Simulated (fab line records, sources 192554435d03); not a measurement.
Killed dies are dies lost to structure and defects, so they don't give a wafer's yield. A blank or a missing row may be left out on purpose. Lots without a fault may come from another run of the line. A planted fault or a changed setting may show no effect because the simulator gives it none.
Chamber matching | flow n5_finfet | N5_BEOL_M10_CURE_72 on uv_cure-03: 3 sister chambers
The step cures SiCOH lowk, time 120 s. 3 wafers are shown with their chamber, then 8 later ones without.

WAFERS WITH THEIR CHAMBER
wafer  | chamber | wafer_temp_C_max
L075.6 | 1       | 371.3
L083.4 | 2       | 373.1
L092.4 | 0       | 371.2

WAFERS WITHOUT THEIR CHAMBER
wafer  | wafer_temp_C_max
L092.5 | 371.9
L092.6 | 371.2
L091.1 | 371.6
L091.2 | 371.6
L091.6 | 371.5
L095.2 | 372.4
L095.3 | 372.6
L095.6 | 373.4

WHICH CHAMBER EACH WENT THROUGH
wafer  | from the rows above          | in truth
L092.5 | can't be placed: 1 or 0 or 2 | 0
L092.6 | can't be placed: 0 or 1      | 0
L091.1 | can't be placed: 1 or 0      | 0
L091.2 | can't be placed: 1 or 0      | 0
L091.6 | can't be placed: 1 or 0      | 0
L095.2 | can't be placed: 2 or 1 or 0 | 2
L095.3 | can't be placed: 2 or 1      | 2
L095.6 | 2                            | 2
Placed correctly: 1 of 8. Can't be placed from these rows: 7 (the true chamber is among the candidates in 7). Placed wrongly: 0.
How it was worked out, from the rows above alone: a wafer's distance from a chamber is the root of the sum, over the readings, of the square of ((its reading less the chamber's mean) divided by the reading's scatter). The wafer belongs to the nearest chamber; if the next one is less than 2 further off, it can't be placed. A chamber's mean is the mean of its shown wafers. The scatter: with one shown wafer a chamber, the root of the mean of the squares of how far each hidden wafer lies from its nearest shown one.
